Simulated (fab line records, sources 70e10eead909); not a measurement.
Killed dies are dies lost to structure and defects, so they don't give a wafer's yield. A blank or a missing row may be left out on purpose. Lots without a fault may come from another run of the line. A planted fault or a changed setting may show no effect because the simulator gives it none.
fab line records | flow nand_harc
record lots=6 wafers=18 last_day=33
route steps=1302 shown A_CONTACT@1090 END@1302
lots that met no fault: from a run of the same line without faults
start_h: hours from the record's first day to the start of the lot's first wafer shown | wait_h: hours since the lot's step before | " the same as in the row above | L1.1+2: a row that stands for several wafers | - no value, or no start given | * or withheld: withheld | < > ~ a bound
route shown NAME@n: a module of which the file shows steps, and the number in the route of the first | usual: mean/standard deviation of fault-free wafers | same: alike in all rows | chamber/n: place in a boat | sites: the reading at each site | _std_site: their standard deviation | _edge_site: outer sites' mean less inner sites' | radius_mm: how far each site lies from the wafer's centre | mask NAME#n: copy n | behind: the tool/chamber that last shaped the wafer | hold: why the lot was held/for how many hours/how that ended | device: the transistor (n, p or np) that didn't switch | end of line: the same wafers' tests at the end of the route | a step without rows: its recipe alone | killed: dies lost to structure and defects at the first sort, not the wafer's yield | map: a wafer's dies, x killed, . not, _ none there
set.NAME: the setting as run; set.NAME@STEP: as run at that earlier step | model.NAME: the simulator's own value behind a step, which no gauge read
lots at some steps of the route; a table a step, a row a wafer
services: from which hour (start_h, from the record's first day; less than 0 if before it) a tool's chamber was out of use, for how many hours, and why
## steps
# step NHARC_A_CONTACT_ETCH_138
# recipe source_w=withheld pressure_mtorr=20 bias_v=1200 time_s=311 target_depth_a=19140 ar_flow_sccm=withheld c4f8_flow_sccm=withheld o2_flow_sccm=withheld chemistry=C4F8/O2/Ar
# usual oes_air_line_au=1.000/0.02
# same time_s=311
# columns lot.wafer tool chamber start_h wait_h oes_air_line_au rf_hours_counter_h
L443.2 har_cap_etch-03 1 523.92 0.2 0.973 47
L443.4 " 1 " " 0.982 -
L443.6 " 1 " " 0.969 -
L445.2 har_cap_etch-01 0 527.77 0.2 1.013 3
L445.6 " 1 " " 1.014 -
L445.5 " 0 " " 1.016 -
L452.2 har_cap_etch-02 0 603.61 0.2 0.998 101
L452.4 " 1 " " 0.964 -
L452.6 " 1 " " 0.991 -
L458.1 har_cap_etch-02 1 654.25 0.2 1.022 109
L458.2 " 0 " " 0.989 109
L458.4 " 1 " " 1.023 -
L457.2 har_cap_etch-03 1 682.62 0.2 0.971 74
L457.4 " 0 " " 0.979 -
L457.6 " 1 " " 0.994 -
L466.2 har_cap_etch-01 1 740.74 0.2 0.989 45
L466.5 " 1 " " 0.971 -
L466.6 " 0 " " 0.993 -
# step NHARC_A_CONTACT_ETCH_139
# recipe source_w=withheld pressure_mtorr=20 bias_v=400 time_s=195 target_depth_a=8400 ar_flow_sccm=withheld c4f8_flow_sccm=11.5 o2_flow_sccm=7.2 chemistry=C4F8/O2/Ar
# usual oes_air_line_au=1.001/0.021
# same time_s=195
# columns lot.wafer tool chamber start_h wait_h oes_air_line_au rf_hours_counter_h
L443.2 har_cap_etch-03 1 524.19 0.2 1.027 47
L443.4 " 1 " " 1.007 -
L443.6 " 1 " " 1.032 -
L445.2 har_cap_etch-01 0 528.04 0.2 1.004 3
L445.6 " 1 " " 1.021 -
L445.5 " 0 " " 1.011 -
L452.2 har_cap_etch-02 0 603.89 0.2 1.013 102
L452.4 " 1 " " 0.973 -
L452.6 " 1 " " 0.947 -
L458.1 har_cap_etch-02 1 654.52 0.2 1.016 110
L458.2 " 0 " " 1.036 110
L458.4 " 1 " " 1.024 -
L457.2 har_cap_etch-03 1 682.89 0.2 0.979 75
L457.4 " 0 " " 0.993 -
L457.6 " 1 " " 0.986 -
L466.2 har_cap_etch-01 1 741.01 0.2 0.970 46
L466.5 " 1 " " 0.998 -
L466.6 " 0 " " 0.963 -
# step NHARC_A_CONTACT_ETCH_92
# recipe target_depth_a=400 over_etch_frac=0.5 time_s=85.7 ion_energy_ev=120 ch3f_flow_sccm=50 o2_flow_sccm=30 ar_flow_sccm=200 rf_w=500 bias_w=100 chemistry=CH3F/O2
# step NHARC_A_CONTACT_ETCH_98
# recipe target_depth_a=200 over_etch_frac=0.5 time_s=10 ion_energy_ev=250 c4f6_flow_sccm=25 o2_flow_sccm=20 ar_flow_sccm=500 rf_w=600 bias_w=500 chemistry=C4F6/O2
# usual drypump_motor_current_A=5.6/0.39 o2_flow_sccm=20.01/0.058 oes_product_au=0.959/0.025 rf_vpp_V=547/3.9 showerhead_plenum_p_Torr=3.94/0.19 throttle_valve_pct=26.903/0.0084
# same time_s=10
# columns lot.wafer tool chamber start_h wait_h drypump_motor_current_A o2_flow_sccm oes_product_au rf_hours_counter_h rf_vpp_V showerhead_plenum_p_Torr throttle_valve_pct
L443.4 rie_diel-06 1 - - 5.2 20.02 0.950 3 544 3.77 26.911
L443.2 " 2 " " 5.7 20.08 0.934 5 546 3.89 26.903
L443.6 " 1 " " 5.2 19.96 0.955 - 543 3.77 26.902
L445.2 rie_diel-06 3 - - 5.2 19.95 0.933 7 545 3.80 26.905
L445.5 " 3 " " 5.1 19.97 0.941 - 543 3.80 26.907
L445.6 " 0 " " 5.8 20.05 0.933 - 553 4.22 26.916
L452.4 rie_diel-09 0 - - 5.2 19.99 0.954 32 542 3.73 26.896
L452.2 " 3 " " 6.4 19.94 0.961 33 542 3.65 26.912
L452.6 " 1 " " 5.8 20.09 0.941 - 553 4.10 26.907
L458.1 rie_diel-06 0 - - 5.8 19.99 0.930 28 553 4.21 26.904
L458.4 " 1 " " 5.2 20.01 0.952 26 544 3.76 26.921
L458.2 " 3 " " 5.2 19.98 0.938 26 544 3.79 26.916
L457.4 rie_diel-02 2 - - 6.0 19.96 0.976 33 543 3.75 26.909
L457.2 " 0 " " 5.7 19.92 0.957 38 550 4.09 26.919
L457.6 " 1 " " 6.2 19.95 0.979 - 545 3.87 26.900
L466.2 rie_diel-09 3 - - 6.4 19.97 1.010 18 554 4.22 26.905
L466.6 " 0 " " 5.2 19.97 1.008 - 542 3.70 26.899
L466.5 " 1 " " 5.7 19.88 1.006 - 550 4.08 26.904
# step NHARC_A_CONTACT_CD_MEAS_15
# usual cd_nm=190.1/0.76
# columns lot.wafer tool chamber start_h wait_h cd_nm
L443.2 cd_sem-02 - 524.97 - 189.4
L443.4 " - " " 190.1
L443.6 " - " " 189.2
L445.2 cd_sem-01 - 528.77 - 190.8
L445.5 " - " " 190.6
L445.6 " - " " 189.8
L452.2 cd_sem-03 - 604.62 - 189.3
L452.4 " - " " 190.4
L452.6 " - " " 190.4
L458.1 cd_sem-03 - 655.29 - 191.1
L458.2 " - " " 189.3
L458.4 " - " " 190.4
L457.2 cd_sem-01 - 683.63 - 190.8
L457.4 " - " " 190.1
L457.6 " - " " 190.5
L466.2 cd_sem-03 - 741.79 - 190.0
L466.5 " - " " 189.2
L466.6 " - " " 189.7
# step NHARC_A_CONTACT_STRIP_107
# recipe n2_flow_sccm=150 h2_flow_sccm=150 ar_flow_sccm=0 bias_w=0 chemistry=N2/H2
# step NHARC_A_CONTACT_STRIP_108
# recipe cf4_flow_sccm=100 chf3_flow_sccm=30 ar_flow_sccm=0 bias_w=0 chemistry=CF4/CHF3
# step NHARC_A_CONTACT_STRIP_109
# recipe o2_flow_sccm=400 cos_flow_sccm=20 ar_flow_sccm=0 bias_w=0 chemistry=O2/COS
# step NHARC_A_CONTACT_ETCH_110
# recipe target_depth_a=600 overetch_a=60 time_s=33 ion_energy_ev=100 cf4_flow_sccm=80 o2_flow_sccm=20 ar_flow_sccm=0 rf_w=300 bias_w=100 chemistry=CF4/O2
# step NHARC_A_CONTACT_STRIP_26
# recipe o2_flow_sccm=500 ar_flow_sccm=0 bias_w=0 chemistry=O2
# usual drypump_motor_current_A=5.6/0.4 o2_flow_sccm=499.9/1.2 oes_product_au=1.001/0.0089 rf_vpp_V=57.9/0.85 showerhead_plenum_p_Torr=3.55/0.18 throttle_valve_pct=17.037/0.0086
# columns lot.wafer tool chamber start_h wait_h drypump_motor_current_A o2_flow_sccm oes_product_au rf_hours_counter_h rf_vpp_V showerhead_plenum_p_Torr throttle_valve_pct
L443.4 rie_diel-06 2 - - 5.8 499.1 0.982 5 58.0 3.49 17.044
L443.2 " 3 " " 5.1 500.3 0.991 6 57.5 3.41 17.041
L443.6 " 1 " " 5.2 498.2 1.006 - 57.0 3.39 17.044
L445.2 rie_diel-09 1 - - 5.7 498.5 1.008 6 59.3 3.71 17.045
L445.6 " 0 " " 5.2 499.2 1.006 - 57.1 3.36 17.035
L445.5 " 1 " " 5.7 498.0 1.007 - 58.3 3.71 17.025
L452.2 rie_diel-06 3 - - 5.1 501.2 0.994 17 57.8 3.41 17.027
L452.4 " 1 " " 5.3 500.7 1.006 17 58.1 3.38 17.025
L452.6 " 3 " " 5.1 502.5 1.004 - 56.5 3.41 17.044
L458.4 rie_diel-06 1 - - 5.3 499.4 0.996 26 59.1 3.38 17.037
L458.2 " 2 " " 5.8 497.9 0.990 25 59.0 3.48 17.027
L458.1 " 3 " " 5.1 498.3 1.005 26 56.1 3.40 17.041
L457.4 rie_diel-09 2 - - 5.3 499.2 1.004 0 57.4 3.71 17.032
L457.2 " 0 " " 5.2 498.8 1.006 0 57.4 3.33 17.039
L457.6 " 1 " " 5.7 500.1 1.009 - 58.7 3.68 17.021
L466.2 rie_diel-06 0 - - 5.8 500.3 1.002 8 58.3 3.79 17.041
L466.6 " 3 " " 5.1 501.7 1.016 - 57.5 3.40 17.049
L466.5 " 0 " " 5.8 498.3 1.011 - 60.5 3.79 17.029
# step NHARC_A_CONTACT_STRIP_27
# recipe time_s=600 temp_c=30 chemistry=post_etch_residue_remover
# step NHARC_A_CONTACT_ALD_18
# recipe target_thk_a=30 pulse_time_s=1 ald_cycles=150 temp_c=450 material=TiN
# usual heater_power_w=1102/110 precursor_pulse_height_rel=1.000/0.019 susceptor_temp_C=450.00/0.24
# columns lot.wafer tool chamber start_h wait_h heater_power_w precursor_pulse_height_rel susceptor_temp_C
L443.2 ald_metal-04 3 525.98 - 1166 1.012 449.87
L443.4 " 3 " " 1157 0.974 450.27
L443.6 " 3 " " 1195 0.983 449.88
L445.2 ald_metal-04 0 529.75 - 1061 1.021 450.30
L445.5 " 3 " " 1185 0.994 450.00
L445.6 " 0 " " 1081 0.997 450.41
L452.4 ald_metal-01 1 605.58 - 1091 1.014 449.79
L452.2 " 2 " " 1130 0.982 449.77
L452.6 " 1 " " 1104 1.021 449.97
L458.4 ald_metal-02 1 656.25 - 1000 1.003 449.61
L458.2 " 2 " " 1045 0.957 450.18
L458.1 " 3 " " 1262 0.987 450.64
L457.4 ald_metal-01 1 684.57 - 1060 1.028 449.94
L457.2 " 3 " " 1092 1.026 449.87
L457.6 " 1 " " 1075 0.983 449.92
L466.2 ald_metal-04 3 742.79 - 1229 0.979 450.32
L466.5 " 0 " " 1090 0.980 450.16
L466.6 " 1 " " 1269 0.979 450.28
# step NHARC_A_CONTACT_CVD_19
# recipe target_thk_a=3000 temp_c=300 pressure_torr=40 wf6_flow_sccm=40 h2_flow_sccm=1600 ar_flow_sccm=1560 time_s=802 material=W
# usual heater_power_w=469/31 susceptor_temp_C=299.99/0.21 throttle_valve_pct=8.21/0.28
# same time_s=802
# columns lot.wafer tool chamber start_h wait_h heater_power_w susceptor_temp_C throttle_valve_pct
L443.2 cvd_w-01 1 526.46 0.4 423 299.98 8.53
L443.4 " 1 " " 420 300.01 8.43
L443.6 " 0 " " 495 300.27 8.60
L445.2 cvd_w-02 0 530.03 - 474 300.09 7.92
L445.5 " 0 " " 472 300.13 7.89
L445.6 " 1 " " 495 300.22 8.06
L452.2 cvd_w-01 0 605.88 - 483 300.16 8.77
L452.4 " 0 " " 489 300.15 8.69
L452.6 " 0 " " 475 300.13 8.39
L452.2 cvd_w-01 0 606.88 0.9 482 299.82 8.59
L452.4 " 0 " " 494 300.08 8.47
L452.6 " 0 " " 481 299.99 8.50
L458.2 cvd_w-02 0 656.43 - 454 - 7.84
L458.1 " 1 " " 490 - 8.36
L458.4 " 1 " " 490 - 8.32
L457.2 cvd_w-01 1 684.90 - 433 300.04 8.18
L457.4 " 0 " " 492 299.61 8.65
L457.6 " 0 " " 484 299.83 8.60
L457.2 cvd_w-01 1 685.89 0.9 426 300.17 8.15
L457.4 " 0 " " 489 300.02 8.69
L457.6 " 0 " " 473 299.94 8.44
L466.2 cvd_w-01 0 743.06 - 510 300.35 8.43
L466.5 " 1 " " 411 300.13 8.75
L466.6 " 0 " " 494 300.31 8.46
# step NHARC_A_CONTACT_CMP_20
# recipe t_overpolish_s=30 target_thk_nm=300
# usual edge_zone_pressure_frac=1.000/0.0054 motor_current_A=12.4/1.4 overpolish_run_s=29.999/0.0094 time_to_endpoint_s=59/3.3
# columns lot.wafer tool chamber start_h wait_h edge_zone_pressure_frac motor_current_A overpolish_run_s time_to_endpoint_s
L443.4 cmp-03 0 527.35 0.5 1.005 13.6 30.003 54
L443.2 " 3 " " 1.002 12.0 29.977 61
L443.6 " 1 " " 0.997 13.8 29.988 57
L445.2 cmp-04 2 530.94 0.8 0.994 12.5 29.999 60
L445.5 " 1 " " 1.010 15.8 30.002 64
L445.6 " 2 " " 0.997 13.0 29.983 62
L452.2 cmp-02 2 608.51 1.5 0.994 10.6 30.006 116
L452.4 " 0 " " 0.984 11.8 30.008 112
L452.6 " 2 " " 0.996 11.6 30.004 113
L458.1 cmp-04 2 657.31 0.6 0.997 14.4 30.015 56
L458.2 " 3 " " 0.998 11.0 30.013 59
L458.4 " 1 " " 1.003 15.6 30.011 61
L457.2 cmp-03 3 686.75 0.7 0.999 12.5 29.998 113
L457.4 " 2 " " 0.999 11.1 30.013 124
L457.6 " 0 " " 1.007 13.8 29.993 110
L466.2 cmp-04 3 743.87 0.7 0.996 11.5 29.997 59
L466.5 " 1 " " 1.003 15.3 30.000 64
L466.6 " 2 " " 1.003 12.9 30.000 57
# step NHARC_END_SORT_01
# recipe temp_c=25
# usual killed_at_array=64/20 killed_at_other=0.7/1.1 killed_at_periphery=3.6/2.7 killed_dies=68/20 killed_open=2.8/1.9 killed_short=2.3/1.5
# same gross_dies=677
# columns lot.wafer tool chamber start_h wait_h killed_at_array killed_at_other killed_at_periphery killed_dies killed_open killed_short
L443.2 prober-01 0 572.40 2.8 59 0 2 61 2 1
L443.4 prober-01 0 573.99 3.4 54 0 7 61 2 7
L443.6 prober-01 0 575.58 4.0 48 1 3 52 2 3
L445.2 prober-02 0 572.41 2.8 64 0 2 66 0 4
L445.5 prober-02 0 574.81 3.7 64 0 2 66 1 3
L445.6 prober-02 0 575.61 4.0 65 0 3 68 3 3
L452.2 prober-01 0 654.13 2.8 67 3 4 74 4 3
L452.4 prober-01 0 655.75 3.4 67 3 3 73 2 3
L452.6 prober-01 0 657.37 4.0 64 1 5 70 1 4
L458.1 prober-02 0 704.05 2.5 76 0 6 82 5 1
L458.2 prober-02 0 704.86 2.8 100 0 5 105 1 1
L458.4 prober-02 0 706.48 3.4 80 0 2 82 2 1
L457.2 prober-02 0 752.49 2.8 74 0 2 76 1 2
L457.4 prober-02 0 754.10 3.4 84 0 1 85 3 1
L457.6 prober-02 0 755.70 4.0 84 0 0 84 3 3
L466.2 prober-01 0 793.43 2.8 42 0 6 48 5 5
L466.5 prober-01 0 795.82 3.7 41 1 3 45 0 4
L466.6 prober-01 0 796.61 4.0 54 2 4 60 4 0
# killed by level:class
L443.2 A_CHANNEL_HOLE_D2:chamber_film_flake=40 A_CONTACT:chamber_film_flake=8 A_BLC:chamber_film_flake=4 P_ZERO_WELL:chamber_film_flake=2 A_CHANNEL_FILL_D1:geometric_particle:open=1 A_CONTACT:geometric_particle:short=1 A_M0:geometric_particle:open=1 A_CHANNEL_HOLE_D1:chamber_film_flake=1
L445.2 A_CHANNEL_HOLE_D1:chamber_film_flake=31 A_CHANNEL_HOLE_D2:chamber_film_flake=22 A_CONTACT:chamber_film_flake=4 A_CHANNEL_FILL_D1:chamber_film_flake=3 P_CONTACT:geometric_particle:short=1 A_ONON_D1:geometric_particle:short=1 A_ONON_D2:geometric_particle:short=1 A_M0:geometric_particle:short=1
L443.4 A_CHANNEL_HOLE_D2:chamber_film_flake=34 A_BLC:chamber_film_flake=6 A_CHANNEL_FILL_D2:chamber_film_flake=4 P_ZERO_WELL:chamber_film_flake=3 A_CONTACT:chamber_film_flake=3 P_CONTACT:geometric_particle:short=2 A_ONON_D1:geometric_particle:short=2 A_M0:geometric_particle:short=2
L445.5 A_CHANNEL_HOLE_D2:chamber_film_flake=32 A_CHANNEL_HOLE_D1:chamber_film_flake=19 A_CONTACT:chamber_film_flake=4 A_STAIRCASE:chamber_film_flake=3 A_ONON_D1:geometric_particle:open=1 A_CHANNEL_HOLE_D1:geometric_particle:short=1 A_CHANNEL_FILL_D2:geometric_particle:short=1 A_SLIT:geometric_particle:short=1
L443.6 A_CHANNEL_HOLE_D2:chamber_film_flake=33 A_CONTACT:chamber_film_flake=3 A_BLC:chamber_film_flake=3 A_ONON_D2:geometric_particle:short=2 P_ZERO_WELL:chamber_film_flake=2 A_CHANNEL_HOLE_D1:chamber_film_flake=2 A_STAIRCASE:chamber_film_flake=2 P_CONTACT:geometric_particle:open=1
L445.6 A_CHANNEL_HOLE_D2:chamber_film_flake=28 A_CHANNEL_HOLE_D1:chamber_film_flake=22 A_CONTACT:chamber_film_flake=4 P_GATE:chamber_film_flake=2 A_STAIRCASE:chamber_film_flake=2 A_CHANNEL_FILL_D1:chamber_film_flake=2 A_WL_FILL:chamber_film_flake=2 P_ZERO_WELL:geometric_particle:open=1
L452.2 A_CHANNEL_HOLE_D1:chamber_film_flake=30 A_CHANNEL_HOLE_D2:chamber_film_flake=15 A_M0:chamber_film_flake=6 A_SLIT:chamber_film_flake=4 A_CONTACT:chamber_film_flake=4 THIN_TSV:chamber_film_flake=3 A_SOURCE_PLATE:geometric_particle:short=2 A_CHANNEL_FILL_D2:geometric_particle:open=2
L452.4 A_CHANNEL_HOLE_D1:chamber_film_flake=40 A_CHANNEL_HOLE_D2:chamber_film_flake=15 THIN_TSV:chamber_film_flake=3 A_STAIRCASE:chamber_film_flake=2 A_M0:chamber_film_flake=2 P_M1:geometric_particle:open=1 A_ONON_D1:geometric_particle:short=1 A_CHANNEL_FILL_D1:geometric_particle:short=1
L452.6 A_CHANNEL_HOLE_D1:chamber_film_flake=37 A_CHANNEL_HOLE_D2:chamber_film_flake=11 A_CONTACT:chamber_film_flake=6 P_ZERO_WELL:chamber_film_flake=3 A_CHANNEL_FILL_D2:geometric_particle:short=2 A_CHANNEL_FILL_D2:chamber_film_flake=2 A_STAIRCASE:chamber_film_flake=2 A_M0:chamber_film_flake=2
L458.1 A_CHANNEL_HOLE_D1:chamber_film_flake=28 A_SLIT:chamber_film_flake=25 A_CHANNEL_HOLE_D2:chamber_film_flake=8 A_CONTACT:chamber_film_flake=4 A_ZERO_WELL:chamber_film_flake=3 P_CONTACT:geometric_particle:open=2 A_STAIRCASE:chamber_film_flake=2 A_BLC:chamber_film_flake=2
L458.2 A_CHANNEL_HOLE_D1:chamber_film_flake=36 A_SLIT:chamber_film_flake=34 A_CHANNEL_HOLE_D2:chamber_film_flake=16 P_BONDPAD:chamber_film_flake=4 A_STAIRCASE:chamber_film_flake=4 A_CONTACT:chamber_film_flake=4 A_ZERO_WELL:chamber_film_flake=2 A_ONON_D2:geometric_particle:open=1
L458.4 A_CHANNEL_HOLE_D1:chamber_film_flake=33 A_SLIT:chamber_film_flake=26 A_CHANNEL_HOLE_D2:chamber_film_flake=11 A_DECK1_JOINT:chamber_film_flake=3 A_CHANNEL_FILL_D2:geometric_particle:open=2 A_CONTACT:chamber_film_flake=2 A_CHANNEL_FILL_D2:geometric_particle:short=1 P_GATE:chamber_film_flake=1
L457.2 A_CHANNEL_HOLE_D1:chamber_film_flake=30 A_CHANNEL_HOLE_D2:chamber_film_flake=22 A_CONTACT:chamber_film_flake=6 A_SGD_CUT:chamber_film_flake=4 A_SLIT:chamber_film_flake=3 A_STAIRCASE:chamber_film_flake=3 A_ZERO_WELL:chamber_film_flake=2 A_DECK1_JOINT:chamber_film_flake=2
L457.4 A_CHANNEL_HOLE_D1:chamber_film_flake=36 A_CHANNEL_HOLE_D2:chamber_film_flake=24 A_CONTACT:chamber_film_flake=9 A_STAIRCASE:chamber_film_flake=6 A_SGD_CUT:chamber_film_flake=4 P_CONTACT:geometric_particle:open=1 A_CHANNEL_FILL_D2:geometric_particle:short=1 A_CHANNEL_FILL_D2:geometric_particle:open=1
L457.6 A_CHANNEL_HOLE_D1:chamber_film_flake=36 A_CHANNEL_HOLE_D2:chamber_film_flake=20 A_CONTACT:chamber_film_flake=10 A_SLIT:chamber_film_flake=6 A_DECK1_JOINT:geometric_particle:open=3 A_STAIRCASE:chamber_film_flake=3 A_SGD_CUT:chamber_film_flake=2 A_ONON_D2:geometric_particle:short=1
L466.2 A_SLIT:chamber_film_flake=29 P_M2:chamber_film_flake=3 A_CHANNEL_FILL_D1:geometric_particle:open=2 A_CONTACT:chamber_film_flake=2 P_STI:geometric_particle:short=1 P_CONTACT:geometric_particle:short=1 P_M1:geometric_particle:short=1 A_SOURCE_PLATE:geometric_particle:short=1
L466.5 A_SLIT:chamber_film_flake=33 A_CONTACT:chamber_film_flake=4 P_M2:chamber_film_flake=2 P_M0:geometric_particle:short=1 A_STAIRCASE:geometric_particle:short=1 A_WL_FILL:geometric_particle:short=1 STARTING-WAFER:geometric_particle:short=1 A_CHANNEL_HOLE_D2:chamber_film_flake=1
L466.6 A_SLIT:chamber_film_flake=38 A_CONTACT:chamber_film_flake=6 A_WL_FILL:geometric_particle:open=2 P_M2:chamber_film_flake=2 A_CHANNEL_FILL_D1:chamber_film_flake=2 A_M1:chamber_film_flake=2 THIN_TSV:chamber_film_flake=2 P_M0:geometric_particle:open=1
## services
# columns tool chamber start_h hours kind
cmp-04 - 503.93 4.0 pm
ald_metal-04 0 505.26 21.0 repair
rie_diel-06 1 506.86 6.1 repair
ald_metal-04 1 519.78 13.7 repair
cmp-04 - 542.94 0.5 repair
ald_metal-04 0 544.05 3.2 repair
cvd_w-01 - 547.00 13.0 pm
har_cap_etch-03 - 549.22 1.5 repair
rie_diel-06 2 550.43 13.4 repair
rie_diel-06 - 559.49 0.5 repair
cmp-04 - 564.73 4.1 repair
rie_diel-06 - 600.79 1.0 repair
cmp-04 - 601.93 4.0 pm
rie_diel-09 0 627.47 2.9 repair
ald_metal-04 0 628.94 23.4 repair
ald_metal-04 - 652.00 10.0 pm
rie_diel-06 - 666.76 9.0 pm
rie_diel-09 - 674.21 9.0 pm
ald_metal-04 1 684.91 5.0 repair
ald_metal-04 0 689.11 13.7 repair
rie_diel-06 2 711.45 9.1 repair
rie_diel-09 1 720.68 1.7 repair
cvd_w-01 - 728.44 13.0 pm
har_cap_etch-03 - 737.93 2.0 repair
## key
first_sign step=NHARC_A_CONTACT_CVD_19 reading=visit direction=added
effect step=NHARC_A_CONTACT_CMP_20 reading=time_to_endpoint_s direction=up sigmas=17 usual=* struck=*
met_at NHARC_A_CONTACT_CVD_19
struck_wafers L452.2,L452.4,L452.6,L457.2,L457.4,L457.6
tester_left_out L452,L457
fault kind=repeated_step_whole tool=cvd_w-01,cvd_w-02 chamber=- onset_h=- steps=NHARC_A_CONTACT_CVD_19 times=1 scope=struck_lots_only
# tester_left_out: of these lots the tester's yield and bins aren't shown, on N5 and GAA mostly nor the transistor test; their killed dies are dies lost to structure and defects alone, not to doping, threshold or leakage, so they don't give the yield
